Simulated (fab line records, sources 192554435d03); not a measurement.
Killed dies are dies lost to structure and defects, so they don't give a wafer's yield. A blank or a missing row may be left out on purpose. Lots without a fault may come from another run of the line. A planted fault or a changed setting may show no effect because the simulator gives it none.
Split-lot experiment | flow n5_finfet | 7 lots, 21 wafers read, on a route of 1938 steps

THE SPLIT
At N5_DUMMY_GATE_DESCUM_20 (chemistry O2, time 6.2 s), the setting time_s was moved away from the recipe's 6.2 s on 6 of the 21 wafers read, by -22.1% to +12.1%. The other wafers ran this setting at the recipe's value.

The reading is taken at the split's own step.

THE READING
CAR-EUV_of_DUMMY_GATE_COAT_09.thk_nm (the simulator's own value, which no gauge read), in nm, at N5_DUMMY_GATE_DESCUM_20 (chemistry O2, time 6.2 s). The file gives no usual value for it. The 15 wafers here that ran the recipe average 26.5 nm, standard deviation 0.1 nm.

wafer  | tool, chamber at the split | time_s as run, s | against the recipe | CAR-EUV_of_DUMMY_GATE_COAT_09.thk_nm, nm | against lot-mates on the recipe
L074.2 | rie_diel-01, 3,0           | 6.2              | recipe             | 26.4                                     | -
L074.3 | rie_diel-01, 3,0           | 6.2              | recipe             | 26.4                                     | -
L074.6 | rie_diel-01, 1             | 6.2              | recipe             | 26.6                                     | -
L076.1 | rie_diel-01, 1             | 6.2              | recipe             | 26.6                                     | -
L076.4 | rie_diel-01, 2             | 6.9              | +11.3%             | 26.2                                     | -0.3
L076.6 | rie_diel-01, 3             | 6.2              | recipe             | 26.4                                     | -
L077.1 | rie_diel-01, 0             | 6.953            | +12.1%             | 26                                       | -0.5
L077.4 | rie_diel-01, 2             | 6.2              | recipe             | 26.4                                     | -
L077.5 | rie_diel-01, 0             | 6.2              | recipe             | 26.6                                     | -
L081.1 | rie_diel-01, 0             | 6.2              | recipe             | 26.6                                     | -
L081.3 | rie_diel-01, 3,0           | 6.66             | +7.4%              | 26.2                                     | -0.4
L081.5 | rie_diel-01, 3,0           | 6.66             | +7.4%              | 26.2                                     | -0.4
L082.2 | rie_diel-05, 1             | 6.2              | recipe             | 26.6                                     | -
L082.4 | rie_diel-05, 3             | 6.871            | +10.8%             | 26.2                                     | -0.3
L082.5 | rie_diel-05, 0             | 6.2              | recipe             | 26.4                                     | -
L089.1 | rie_diel-05, 3,2           | 6.2              | recipe             | 26.6                                     | -
L089.3 | rie_diel-05, 3,2           | 6.2              | recipe             | 26.6                                     | -
L089.2 | rie_diel-05, 1             | 4.828            | -22.1%             | 27.2                                     | +0.6
L090.2 | rie_diel-04, 3,1,0         | 6.2              | recipe             | 26.4                                     | -
L090.3 | rie_diel-04, 3,1,0         | 6.2              | recipe             | 26.4                                     | -
L090.5 | rie_diel-04, 3,1,0         | 6.2              | recipe             | 26.4                                     | -
Where a row lists several chambers, the file gives one row for several wafers and doesn't say which wafer went through which chamber.

THE FIT
A straight line over all 21 wafers: CAR-EUV_of_DUMMY_GATE_COAT_09.thk_nm changes by -0.0326 nm for each +1% of time_s; r = -0.92; the points scatter about the line by 0.095 nm.
The same after taking each lot's own level away (the mean of its wafers on the recipe; 21 wafers): -0.0316 nm for each +1%; r = -0.93; scatter 0.092 nm.
On that fit, the largest move of time_s shifts the reading by 0.7 nm.
The lots' own levels span 26.40 to 26.60 nm, that is 2.0 times the standard deviation above.
So the lot-to-lot level changes the slope little: the two slopes agree.
Check: with one of the wafers moved furthest among these (-22.1%) left out of the fit, the line predicts +0.805 nm for it against its lot-mates. It came out at +0.6 nm against them.

OTHER SPLITS ON THESE WAFERS
These wafers also went through other splits before the reading. Each is held against what the fit with the lots' levels taken away leaves over:
other split on the same wafers          | wafers away from the commonest value | r with CAR-EUV_of_DUMMY_GATE_COAT_09.thk_nm (lot level and that fit taken away)
N5_ZERO_LAYER_EXPOSE_08 dose_mj         | 9                                    | +0.16
N5_ZERO_LAYER_DEVELOP_10 develop_time_s | 10                                   | -0.29
N5_FIN_SAQP_SPACER1_ALD_24 ald_cycles   | 7                                    | -0.41
N5_FIN_SAQP_ETCH_65 time_s              | 6                                    | -0.17

THE FILE'S OWN FIT
CAR-EUV_of_DUMMY_GATE_COAT_09.thk_nm changes by -0.0309 nm for each +1% of time_s, r = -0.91.
